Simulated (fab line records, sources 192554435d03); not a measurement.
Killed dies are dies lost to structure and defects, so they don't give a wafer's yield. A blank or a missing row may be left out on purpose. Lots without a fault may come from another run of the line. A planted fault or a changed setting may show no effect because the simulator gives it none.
fab line records | flow n5_finfet | part 1 of 2: steps 1 to 18 of 29
record lots=5 wafers=15 last_day=17
route steps=1938 shown HKMG_FIN@456 GATE_CUT@465
lots that met no fault: from a run of the same line without faults
start_h: hours from the record's first day to the start of the lot's first wafer shown | wait_h: hours since the lot's step before | " the same as in the row above | L1.1+2: a row that stands for several wafers | - no value, or no start given | * or withheld: withheld | < > ~ a bound
route shown NAME@n: a module of which the file shows steps, and the number in the route of the first | usual: mean/standard deviation of fault-free wafers | same: alike in all rows | chamber/n: place in a boat | sites: the reading at each site | _std_site: their standard deviation | _edge_site: outer sites' mean less inner sites' | radius_mm: how far each site lies from the wafer's centre | mask NAME#n: copy n | behind: the tool/chamber that last shaped the wafer | hold: why the lot was held/for how many hours/how that ended | device: the transistor (n, p or np) that didn't switch | end of line: the same wafers' tests at the end of the route | a step without rows: its recipe alone | killed: dies lost to structure and defects at the first sort, not the wafer's yield | map: a wafer's dies, x killed, . not, _ none there
set.NAME: the setting as run; set.NAME@STEP: as run at that earlier step | model.NAME: the simulator's own value behind a step, which no gauge read
lots at some steps of the route; a table a step, a row a wafer
services: from which hour (start_h, from the record's first day; less than 0 if before it) a tool's chamber was out of use, for how many hours, and why
## steps
# step N5_HKMG_FIN_ALD_21
# recipe material=TiN target_thk_a=15 temp_c=400 ald_precursor_family=TiCl4 ald_co_reactant=NH3 pulse_time_s=1 purge_time_s=3 co_reactant_purge_time_s=2 co_reactant_pulse_time_s=2 ald_cycles=68 pressure_torr=3
# usual heater_power_w=921/90 precursor_pulse_height_rel=0.999/0.02
# columns lot.wafer tool chamber start_h wait_h heater_power_w precursor_pulse_height_rel
L076.1 ald_metal-02 0 99.48 0.3 1144 0.992
L076.2 " 1 " " 962 1.000
L076.5 " 1 " " 946 1.019
L077.1 ald_metal-02 1 103.29 0.3 923 0.999
L077.3 " 3 " " 797 1.023
L077.4 " 0 " " 1121 0.984
L084.1 ald_metal-01 2 140.42 0.3 832 0.979
L084.2 " 3 " " 912 0.996
L084.5 " 0 " " 953 0.981
L094.4 ald_metal-01 1 202.27 0.1 930 0.971
L094.5 " 2 " " 832 1.018
L094.6 " 1 " " 914 0.977
L097.2 ald_metal-02 2 215.38 0.3 873 0.964
L097.4 " 1 " " 947 1.000
L097.6 " 0 " " 1170 1.009
# step N5_HKMG_FIN_ALD_72
# recipe material=W target_thk_a=20 temp_c=300 pressure_torr=7.5 ald_precursor_family=WF6 ald_co_reactant=B2H6 pulse_time_s=1 purge_time_s=2 co_reactant_purge_time_s=2 co_reactant_pulse_time_s=3 ald_cycles=7
# usual heater_power_w=485/30 precursor_pulse_height_rel=1.004/0.021
# columns lot.wafer tool chamber start_h wait_h heater_power_w precursor_pulse_height_rel
L076.1 cvd_w-01 1 99.84 0.2 521 0.983
L076.2 " 0 " " 437 1.022
L076.5 " 1 " " 514 1.039
L077.1 cvd_w-02 1 103.67 0.2 522 1.010
L077.3 " 0 " " 462 1.008
L077.4 " 1 " " 505 1.031
L084.1 cvd_w-01 0 140.78 0.2 452 1.016
L084.2 " 1 " " 521 0.964
L084.5 " 1 " " 514 1.005
L094.4 cvd_w-01 1 202.65 0.2 516 1.013
L094.5 " 1 " " 518 1.005
L094.6 " 0 " " 449 0.951
L097.2 cvd_w-02 1 215.74 0.2 510 1.016
L097.4 " 1 " " 522 0.969
L097.6 " 1 " " 501 1.006
# step N5_HKMG_FIN_W_FILL_22
# recipe material=W target_thk_a=600 temp_c=400 pressure_torr=39.4 time_s=18.2
# usual heater_power_w=868/55 throttle_valve_pct=19.2/0.59
# columns lot.wafer tool chamber start_h wait_h heater_power_w throttle_valve_pct
L076.1 cvd_w-01 1 99.91 0.0 891 18.9
L076.2 " 0 " " 814 18.5
L076.5 " 1 " " 914 18.8
L077.1 cvd_w-02 1 103.73 0.0 886 19.6
L077.3 " 0 " " 845 19.7
L077.4 " 1 " " 870 19.7
L084.1 cvd_w-01 0 140.84 0.0 804 18.4
L084.2 " 1 " " 934 19.0
L084.5 " 1 " " 915 19.1
L094.4 cvd_w-01 1 202.70 0.0 937 19.3
L094.5 " 1 " " 940 19.2
L094.6 " 0 " " 793 18.6
L097.2 cvd_w-02 1 215.80 0.0 909 19.8
L097.4 " 1 " " 905 20.0
L097.6 " 1 " " 934 19.9
# step N5_HKMG_FIN_PRECLEAN_83
# recipe chemistry=DIW time_s=57.5 temp_c=23
# columns lot.wafer tool chamber start_h wait_h
L076.1+2+5 wet_bench-06 3,0,4 99.96 0.0
L077.1+3+4 wet_bench-03 4,6,2 103.79 0.0
L084.1+2+5 wet_bench-03 5,2,7 140.90 0.0
L094.4+5+6 wet_bench-03 6,5,7 202.75 0.0
L097.2+4+6 wet_bench-02 3,7,4 215.86 0.0
# step N5_HKMG_FIN_SRD_84
# recipe dry_time_s=32 dry=n2_spin spin_rpm=1500
# columns lot.wafer tool chamber start_h wait_h
L076.1+2+5 wet_bench-06 3,0,4 99.98 0.0
L077.1+3+4 wet_bench-03 4,6,2 103.81 0.0
L084.1+2+5 wet_bench-03 5,2,7 140.92 0.0
L094.4+5+6 wet_bench-03 6,5,7 202.77 0.0
L097.2+4+6 wet_bench-02 3,7,4 215.88 0.0
# step N5_HKMG_FIN_CMP_23
# recipe stop_on=SiNx t_overpolish_s=10 post_cmp_clean=rinse_only down_force_psi=4 platen_rpm=50.289 pad_velocity_m_s=1.0006 target_thk_nm=46.326
# usual motor_current_A=12.6/1.3 overpolish_run_s=9.999/0.0087 time_to_endpoint_s=12.0/1.8
# columns lot.wafer tool chamber start_h wait_h motor_current_A overpolish_run_s time_to_endpoint_s
L076.1 cmp-03 2 100.17 0.2 10.1 10.008 8.2
L076.2 " 3 " " 12.4 10.003 15.4
L076.5 " 0 " " 12.9 10.001 13.5
L077.3 cmp-03 3 103.94 0.1 11.8 10.001 15.0
L077.4 " 0 " " 13.3 10.015 14.3
L077.1 " 1 " " 14.2 9.996 12.1
L084.1 cmp-02 1 141.03 0.1 12.9 9.990 14.2
L084.2 " 2 " " 12.8 9.996 13.0
L084.5 " 0 " " 12.8 10.005 10.8
L094.4 cmp-03 0 202.88 0.1 12.4 10.002 10.9
L094.5 " 3 " " 12.1 10.009 10.9
L094.6 " 0 " " 13.1 9.984 11.0
L097.2 cmp-03 1 215.99 0.1 14.3 10.008 9.1
L097.4 " 2 " " 10.3 9.994 11.0
L097.6 " 1 " " 14.1 9.981 10.6
# step N5_HKMG_FIN_CMP_94
# recipe stop_on=SiNx post_cmp_clean=w_dilute_nh4oh t_overpolish_s=4.7 down_force_psi=4 platen_rpm=50.289 pad_velocity_m_s=1.0006 target_thk_nm=43.299
# usual motor_current_A=12.5/1.4
# columns lot.wafer tool chamber start_h wait_h motor_current_A
L076.1 cmp-03 2 100.55 0.3 10.0
L076.2 " 3 " " 12.0
L076.5 " 0 " " 13.9
L077.3 cmp-03 3 104.37 0.3 12.3
L077.4 " 0 " " 12.8
L077.1 " 1 " " 15.4
L084.1 cmp-02 1 141.46 0.3 12.9
L084.2 " 2 " " 12.5
L084.5 " 0 " " 12.5
L094.4 cmp-03 0 203.31 0.3 13.3
L094.5 " 3 " " 12.1
L094.6 " 0 " " 12.9
L097.2 cmp-03 1 216.42 0.3 14.8
L097.4 " 2 " " 9.6
L097.6 " 1 " " 14.1
# step N5_HKMG_FIN_INSPECT_28
# recipe inspect_instrument=darkfield mode=post_cmp
# usual raw_defect_count=42/19
# columns lot.wafer tool chamber start_h wait_h raw_defect_count
L076.1 defect_inspect-02 - 100.72 0.0 54
L076.2 " - " " 43
L076.5 " - " " 60
L077.1 defect_inspect-02 - 104.57 0.0 61
L077.3 " - " " 40
L077.4 " - " " 15
L084.1 defect_inspect-01 - 141.66 0.0 42
L084.2 " - " " 48
L084.5 " - " " 53
L094.4 defect_inspect-01 - 203.52 0.0 71
L094.5 " - " " 37
L094.6 " - " " 62
L097.2 defect_inspect-01 - 216.62 0.0 46
L097.4 " - " " 44
L097.6 " - " " 33
# step N5_GATE_CUT_ETCHBACK_00
# recipe chemistry=SF6/Cl2 target=W pressure_mtorr=8 icp_w=900 bias_w=80 SF6_flow_sccm=40 Cl2_flow_sccm=60
# usual chamber_pressure_mTorr=7.999/0.0074 drypump_motor_current_A=5.9/0.36 he_backside_leak_sccm=3.54/0.17 oes_product_au=0.81/0.062 throttle_valve_pct=27.62/0.17
# columns lot.wafer tool chamber start_h wait_h chamber_pressure_mTorr drypump_motor_current_A he_backside_leak_sccm oes_product_au rf_hours_counter_h throttle_valve_pct
L076.1 rie_metal-01 0 100.76 0.0 8.007 5.8 3.49 0.83 32 27.61
L076.2 " 1 " " 8.016 5.8 3.71 0.83 25 27.70
L076.5 " 0 " " 8.010 5.8 3.43 0.83 - 27.61
L077.1 rie_metal-02 1 104.61 0.0 7.991 5.2 3.50 0.86 19 27.55
L077.3 " 0 " " 8.005 6.3 3.62 0.80 - 27.36
L077.4 " 1 " " 8.012 5.2 3.33 0.85 - 27.52
L084.1 rie_metal-01 0 141.70 0.0 7.994 5.8 3.67 0.82 36 27.62
L084.2 " 1 " " 8.004 5.8 3.53 0.81 29 27.69
L084.5 " 1 " " 8.001 5.8 3.41 0.80 - 27.70
L094.4 rie_metal-03 1 203.59 0.1 7.990 6.1 3.37 0.90 - 27.91
L094.5 " 0 " " 8.005 6.5 3.56 0.83 - 27.45
L094.6 " 1 " " 8.006 6.2 3.29 0.90 - 27.91
L097.2 rie_metal-01 0 216.66 0.0 7.998 5.8 3.66 0.79 44 27.62
L097.4 " 1 " " 8.002 5.8 3.52 0.78 - 27.71
L097.6 " 1 " " 8.002 5.8 3.43 0.78 - 27.71
# step N5_GATE_CUT_ETCH_56
# recipe chemistry=Cl2/Ar target=TiN target_depth_a=216 pressure_mtorr=10 icp_w=600 bias_w=60 Cl2_flow_sccm=40 Ar_flow_sccm=60
# usual chamber_pressure_mTorr=10.000/0.01 drypump_motor_current_A=5.9/0.36 he_backside_leak_sccm=3.6/0.35 oes_product_au=0.81/0.063 throttle_valve_pct=20.80/0.2
# columns lot.wafer tool chamber start_h wait_h chamber_pressure_mTorr drypump_motor_current_A he_backside_leak_sccm oes_product_au rf_hours_counter_h throttle_valve_pct
L076.1 rie_metal-01 0 100.88 0.1 10.012 5.8 3.4 0.83 32 20.74
L076.2 " 1 " " 10.005 5.8 3.6 0.82 25 20.77
L076.5 " 0 " " 10.007 5.8 3.3 0.83 - 20.73
L077.1 rie_metal-02 1 104.73 0.1 9.998 5.2 3.7 0.87 20 20.79
L077.3 " 0 " " 10.002 6.4 3.7 0.78 - 20.52
L077.4 " 1 " " 9.985 5.2 3.6 0.87 - 20.78
L084.1 rie_metal-01 0 141.82 0.1 10.003 5.8 3.6 0.80 37 20.76
L084.2 " 1 " " 9.994 5.8 5.1 0.80 29 20.81
L084.5 " 1 " " 10.007 5.8 3.5 0.79 - 20.81
L094.4 rie_metal-03 1 203.70 0.1 10.002 6.1 2.8 0.90 - 21.19
L094.5 " 0 " " 9.981 6.5 3.4 0.83 - 20.74
L094.6 " 1 " " 10.016 6.1 2.8 0.92 - 21.16
L097.2 rie_metal-01 0 216.78 0.1 9.998 5.8 3.7 0.79 44 20.75
L097.4 " 1 " " 10.012 5.8 3.5 0.78 - 20.82
L097.6 " 1 " " 10.006 5.8 3.5 0.78 - 20.83
# step N5_GATE_CUT_ETCHBACK_30
# recipe chemistry=Cl2/Ar target=TiN target_depth_a=30 mode=isotropic pressure_mtorr=10 icp_w=600 bias_w=60 Cl2_flow_sccm=40 Ar_flow_sccm=60
# usual chamber_pressure_mTorr=10.000/0.0084 drypump_motor_current_A=5.9/0.36 he_backside_leak_sccm=3.5/0.42 oes_product_au=0.81/0.063 throttle_valve_pct=20.80/0.2
# columns lot.wafer tool chamber start_h wait_h chamber_pressure_mTorr drypump_motor_current_A he_backside_leak_sccm oes_product_au rf_hours_counter_h throttle_valve_pct
L076.1 rie_metal-01 0 100.97 0.1 9.979 5.8 3.4 0.82 32 20.74
L076.2 " 1 " " 10.004 5.8 3.5 0.82 25 20.79
L076.5 " 0 " " 9.992 5.8 3.2 0.82 - 20.72
L077.1 rie_metal-02 1 104.82 0.1 10.003 5.2 3.3 0.89 20 20.78
L077.3 " 0 " " 9.997 6.4 3.8 0.79 - 20.53
L077.4 " 1 " " 9.994 5.2 3.3 0.87 - 20.79
L084.1 rie_metal-01 0 141.91 0.1 9.995 5.8 3.5 0.81 37 20.74
L084.2 " 1 " " 9.989 5.8 3.5 0.81 29 20.81
L084.5 " 1 " " 10.001 5.8 3.6 0.81 - 20.80
L094.4 rie_metal-03 1 203.77 0.0 9.988 6.2 3.0 0.91 - 21.15
L094.5 " 0 " " 9.989 6.5 3.5 0.83 - 20.73
L094.6 " 1 " " 10.010 6.1 3.2 0.91 - 21.17
L097.2 rie_metal-01 0 216.87 0.1 9.999 5.8 3.5 0.79 44 20.75
L097.4 " 1 " " 10.006 5.8 3.6 0.79 - 20.82
L097.6 " 1 " " 10.014 5.8 3.6 0.79 - 20.82
# step N5_GATE_CUT_VAPOR_ETCH_60
# recipe chemistry=BCl3/Cl2 target=HfO2 mode=isotropic
# usual drypump_motor_current_A=5.9/0.36 he_backside_leak_sccm=3.6/0.37 oes_product_au=0.81/0.062
# columns lot.wafer tool chamber start_h wait_h drypump_motor_current_A he_backside_leak_sccm oes_product_au
L076.1 rie_metal-01 0 101.00 0.0 5.8 3.8 0.83
L076.2 " 1 " " 5.8 3.6 0.81
L076.5 " 0 " " 5.8 3.8 0.83
L077.1 rie_metal-02 1 104.85 0.0 5.2 3.4 0.86
L077.3 " 0 " " 6.4 3.7 0.78
L077.4 " 1 " " 5.2 3.5 0.86
L084.1 rie_metal-01 0 141.94 0.0 5.8 3.5 0.82
L084.2 " 1 " " 5.8 3.6 0.80
L084.5 " 1 " " 5.8 3.5 0.80
L094.4 rie_metal-03 1 203.80 0.0 6.1 3.3 0.89
L094.5 " 0 " " 6.5 3.5 0.83
L094.6 " 1 " " 6.2 3.2 0.89
L097.2 rie_metal-01 0 216.90 0.0 5.8 3.5 0.80
L097.4 " 1 " " 5.8 3.3 0.79
L097.6 " 1 " " 5.8 3.4 0.78
# step N5_GATE_CUT_ETCH_58
# recipe chemistry=CH3F/O2 target=SiNx target_depth_a=170 time_s=128.6 ion_energy_ev=50 pressure_mtorr=30 source_w=415 bias_w=21 Ar_flow_sccm=150 CH3F_flow_sccm=30 O2_flow_sccm=20
# usual chamber_pressure_mTorr=29.997/0.027 drypump_motor_current_A=5.6/0.4 oes_product_au=0.74/0.059 rf_vpp_V=99.1/0.94 showerhead_plenum_p_Torr=2.01/0.066 throttle_valve_pct=16.46/0.24
# columns lot.wafer tool chamber start_h wait_h chamber_pressure_mTorr drypump_motor_current_A oes_product_au rf_hours_counter_h rf_vpp_V showerhead_plenum_p_Torr throttle_valve_pct
L076.1 rie_diel-04 0 101.05 0.0 29.966 4.7 0.72 169 98.9 1.92 16.50
L076.2 " 2 " " 29.998 5.7 0.75 150 100.2 2.08 15.97
L076.5 " 2 " " 30.002 5.7 0.75 - 99.4 2.08 15.98
L077.1 rie_diel-03 1 105.05 0.2 29.960 5.8 0.77 156 100.2 2.02 16.48
L077.3 " 0 " " 29.963 5.6 0.75 125 100.8 2.09 16.54
L077.4 " 2 " " 29.949 5.5 0.76 141 99.2 1.93 16.56
L084.1 rie_diel-01 3 142.00 0.1 30.007 5.8 0.73 164 98.6 1.91 16.25
L084.2 " 1 " " 30.000 6.0 0.91 22 100.8 2.04 15.92
L084.5 " 2 " " 29.999 6.2 0.73 - 99.3 2.00 16.45
L094.4 rie_diel-01 2 203.89 0.1 29.970 6.3 0.73 - 99.5 1.99 16.45
L094.5 " 2 " " 30.000 6.3 0.74 - 98.3 1.99 16.45
L094.6 " 3 " " 30.047 5.8 0.72 - 98.4 1.91 16.30
L097.2 rie_diel-03 1 216.95 0.0 30.014 5.8 0.73 193 98.7 2.00 16.54
L097.4 " 0 " " 30.077 5.7 0.71 157 99.5 2.08 16.58
L097.6 " 2 " " 30.027 5.5 0.73 - 97.2 1.92 16.63
# step N5_GATE_CUT_STRIP_59
# recipe chemistry=N2/H2 time_s=20 power_w=100 temp_c=40 pressure_mtorr=100 rf_frequency_hz=6e+07 bias_power_w=3 n2_flow_sccm=300 h2_flow_sccm=300
# usual bias_power_w=3.002/0.0085 chamber_pressure_mTorr=100.00/0.099 drypump_motor_current_A=5.6/0.4 oes_product_au=0.74/0.058 rf_vpp_V=45.2/0.85 showerhead_plenum_p_Torr=3.38/0.11 throttle_valve_pct=12.33/0.24
# columns lot.wafer tool chamber start_h wait_h bias_power_w chamber_pressure_mTorr drypump_motor_current_A oes_product_au rf_hours_counter_h rf_vpp_V showerhead_plenum_p_Torr throttle_valve_pct
L076.1 rie_diel-04 0 101.15 0.1 3.011 100.14 4.7 0.71 169 43.2 3.24 12.53
L076.2 " 2 " " 3.006 99.92 5.7 0.75 150 46.3 3.51 11.90
L076.5 " 2 " " 2.996 100.08 5.7 0.75 - 45.0 3.51 11.91
L077.1 rie_diel-03 1 105.16 0.1 2.995 99.97 5.8 0.76 156 45.3 3.37 12.28
L077.3 " 0 " " 3.002 99.78 5.7 0.74 125 45.4 3.55 12.41
L077.4 " 2 " " 3.004 100.01 5.5 0.75 141 45.0 3.25 12.40
L084.1 rie_diel-01 3 142.10 0.1 3.000 99.95 5.8 0.74 164 47.2 3.25 12.23
L084.2 " 1 " " 2.997 100.18 6.0 0.90 22 44.7 3.42 11.72
L084.5 " 2 " " 2.995 100.15 6.2 0.73 - 45.4 3.38 12.38
L094.4 rie_diel-01 2 204.02 0.1 2.997 100.16 6.3 0.71 - 46.3 3.37 12.41
L094.5 " 2 " " 3.013 100.02 6.3 0.72 - 46.3 3.37 12.43
L094.6 " 3 " " 3.019 100.14 5.8 0.73 - 43.1 3.24 12.27
L097.2 rie_diel-03 1 217.05 0.1 2.993 99.97 5.7 0.72 193 43.5 3.35 12.39
L097.4 " 0 " " 3.008 100.15 5.7 0.72 157 45.0 3.53 12.49
L097.6 " 2 " " 3.002 99.96 5.5 0.72 - 44.2 3.23 12.51
# step N5_GATE_CUT_PRECLEAN_31
# recipe temp_c=23 chemistry=DIW time_s=300
# columns lot.wafer tool chamber start_h wait_h
L076.1+2+5 wet_bench-05 5,1,4 101.23 0.1
L077.1+3+4 wet_bench-05 3,0,4 105.24 0.1
L084.1+2+5 wet_bench-01 4,7,1 142.18 0.1
L094.4+5+6 wet_bench-01 4,2,0 204.10 0.1
L097.2+4+6 wet_bench-01 4,7,3 217.13 0.1
# step N5_GATE_CUT_SRD_32
# recipe time_s=30 temp_c=23 rinse_liquid=diw dry=ipa_marangoni
# columns lot.wafer tool chamber start_h wait_h
L076.1+2+5 wet_bench-05 5,1,4 101.32 0.0
L077.1+3+4 wet_bench-05 3,0,4 105.32 0.0
L084.1+2+5 wet_bench-01 4,7,1 142.27 0.0
L094.4+5+6 wet_bench-01 4,2,0 204.19 0.0
L097.2+4+6 wet_bench-01 4,7,3 217.22 0.0
# step N5_GATE_CUT_SAC_CAP_01
# recipe material=SiNx target_thk_a=240 temp_c=400 ald_precursor_family=SiH2I2 ald_co_reactant=N2/H2-plasma pulse_time_s=1 ald_cycles=480 purge_time_s=2 co_reactant_purge_time_s=2 pressure_torr=2
# usual heater_power_w=820/69 precursor_pulse_height_rel=0.998/0.02
# columns lot.wafer tool chamber start_h wait_h heater_power_w precursor_pulse_height_rel
L076.1 ald_sin-02 0 101.37 0.0 763 0.990
L076.2 " 1 " " 790 1.019
L076.5 " 3 102.45 1.1 784 0.974
L077.1 ald_sin-04 2 105.37 0.0 999 1.001
L077.3 " 1 " " 819 0.973
L077.4 " 3 " " 770 0.967
L084.1 ald_sin-04 3 143.72 1.4 778 0.969
L084.2 " 0 " " 775 0.994
L084.5 " 3 144.80 2.5 774 0.989
L094.4 ald_sin-02 1 204.24 0.0 821 1.002
L094.5 " 2 205.32 1.1 901 1.007
L094.6 " 0 " " 746 1.021
L097.2 ald_sin-02 1 217.27 0.0 795 0.939
L097.4 " 2 " " 910 0.996
L097.6 " 0 218.35 1.1 794 0.982
# step N5_GATE_CUT_PECVD_57
# recipe material=SiNx target_thk_a=210 temp_c=400 precursor=SiH4/NH3/N2 pressure_torr=1.5 rf_w=300
# usual heater_power_w=795/110 showerhead_plenum_p_Torr=5.105/0.03 throttle_valve_pct=39.5/1.9
# columns lot.wafer tool chamber start_h wait_h heater_power_w showerhead_plenum_p_Torr throttle_valve_pct
L076.1 pecvd-04 1 103.56 1.1 965 5.104 41.5
L076.2 " 2 " " 883 5.139 38.2
L076.5 " 2 " " 899 5.157 38.0
L077.1 pecvd-03 2 107.56 1.1 585 5.120 39.9
L077.3 " 1 " " 850 5.079 36.7
L077.4 " 1 " " 868 5.063 36.5
L084.1 pecvd-02 1 145.91 1.1 779 5.142 41.7
L084.2 " 2 " " 601 5.078 36.8
L084.5 " 2 " " 614 5.078 36.8
L094.4 pecvd-02 0 206.45 1.1 795 5.081 39.2
L094.5 " 2 " " 640 5.091 37.0
L094.6 " 1 " " 761 5.135 41.5
L097.2 pecvd-03 2 219.46 1.1 638 5.124 40.2
L097.4 " 0 " " 808 5.132 39.4
L097.6 " 1 " " 840 5.073 36.5
